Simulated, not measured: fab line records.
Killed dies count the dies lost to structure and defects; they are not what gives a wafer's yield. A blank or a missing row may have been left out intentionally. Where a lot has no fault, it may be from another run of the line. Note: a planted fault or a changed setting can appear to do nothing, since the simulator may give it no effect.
Struck lot and sound lot, side by side    flow n5Finfet    15 out of 1938 route steps
Sound: wafers L339.1, L339.5, L339.6. Struck: wafer L338.6. (L338.1, L338.3 of the same lot were not struck and are left out.) The cause comes at the end.
At each step with rows: each side's tool, then ch and its chambers, then its first start. Under that, the readings that differ: sound wafers    struck wafers    difference of the means    sigmas: that difference in standard deviations of wafers without a fault.
alike: readings whose means differ by less than 2 such deviations, and words and numbers that are the same on both sides. not compared: withheld readings, readings that some wafer has no value for, bounds like >300 that may hide the same value, and numbers for which the record gives no deviation and whose values overlap.
Wherever a step has rows on one side only, a row that says differs or no value, or a row with sigmas, the two part there. Numbers that don't overlap but have no deviation are shown without sigmas and don't part them. Lack of a reading on every wafer of one side parts them only where that side has two or more wafers.

first, 7 steps without rows for these wafers: N5_BEOL_M10_COAT_64 (time 60 s, resist thk 30 nm); N5_BEOL_M10_COAT_22 (resist thk 90 nm); N5_BEOL_M10_EBR_24; N5_BEOL_M10_SOFTBAKE_23 (time 60 s); N5_BEOL_M10_EXPOSE_25 (exposes mask V9); N5_BEOL_M10_PEB_26 (peb time 60 s); N5_BEOL_M10_DEVELOP_27 (develop time 30 s).
N5_BEOL_M10_CD_MEAS_28: target cd 70 nm.
  sound on cdSem-01 ch 0, day 15 18:47; struck on cdSem-03 ch 0, day 14 17:34
  alike: cdNm
N5_BEOL_M10_OVL_MEAS_29:
  sound on overlay-01 ch 0, day 15 18:49; struck on overlay-02 ch 0, day 14 17:35
  alike: V9_OVL
N5_BEOL_M10_INSPECT_30: inspects for defects (brightfield).
  struck on defectInspect-01, day 14 17:37; sound on defectInspect-01, day 15 18:50
reading         sound        struck  difference  sigmas
rawDefectCount  770 603 689  367     -320        -3
N5_BEOL_M10_DESCUM_33: chemistry O2, time 7.9 s.
  sound on rieDiel-05 ch 2,3, day 15 19:10; struck on rieDiel-01 ch 1, day 14 17:52
reading              sound           struck  difference  sigmas
oesProductAu (a.u.)  0.98 0.99 0.74  0.68    -0.22       -2
  alike: biasPowerW, drypumpMotorCurrentA, rfVppV, showerheadPlenumPTorr, throttleValvePct
  not compared: rfHoursCounterH
N5_BEOL_M10_ETCH_65: etches SiARC in CF4, target depth 39 nm, time 65 s.
  sound on rieDiel-05 ch 2,3, day 15 19:12; struck on rieDiel-01 ch 1, day 14 17:53
reading              sound           struck  difference  sigmas
oesProductAu (a.u.)  0.83 0.83 0.63  0.59    -0.17       -2
  alike: biasW, drypumpMotorCurrentA, etchRfOnTimeS, mfcArSccm, rfVppV, showerheadPlenumPTorr, throttleValvePct
  not compared: rfHoursCounterH
N5_BEOL_M10_ETCH_66: etches SOC in N2/H2, target depth 120 nm, overetch 24 nm, time 180 s.
  sound on rieDiel-05 ch 2,3, day 15 19:15; struck on rieDiel-01 ch 3, day 14 17:56
reading                                     sound              struck  difference  sigmas
biasW (W)                                   149.8 149.0 149.3  150.4   +1.0        +2
runLengthS (s)                              203.3 203.1 203.3  257.3   +54.1       +99 or more
model.SiARC_of_BEOL_M10_COAT_64.thkNm (nm)  22.6 22.6 22.6     20.2    -2.4        
  alike: drypumpMotorCurrentA, oesProductAu, rfVppV, showerheadPlenumPTorr, throttleValvePct
  not compared: rfHoursCounterH
then, 1 step without rows for these wafers: N5_BEOL_M10_STRIP_69 (strips in N2/H2).
-- the record jumps here: 3 days lie between the struck wafers' starts before and after (it left off in module BEOL_M10 and takes up again in module PASSIVATION, whose first step shown is number 1936 of the route) --
N5_PASSIVATION_PROBE_49:
  record: rows for the struck wafers here (prober-02, day 17 11:44), none for the sound ones

## WHERE THEY PART
At N5_BEOL_M10_INSPECT_30 first; at N5_PASSIVATION_PROBE_49 last (within this record only).

WHY: the cause the simulator had injected
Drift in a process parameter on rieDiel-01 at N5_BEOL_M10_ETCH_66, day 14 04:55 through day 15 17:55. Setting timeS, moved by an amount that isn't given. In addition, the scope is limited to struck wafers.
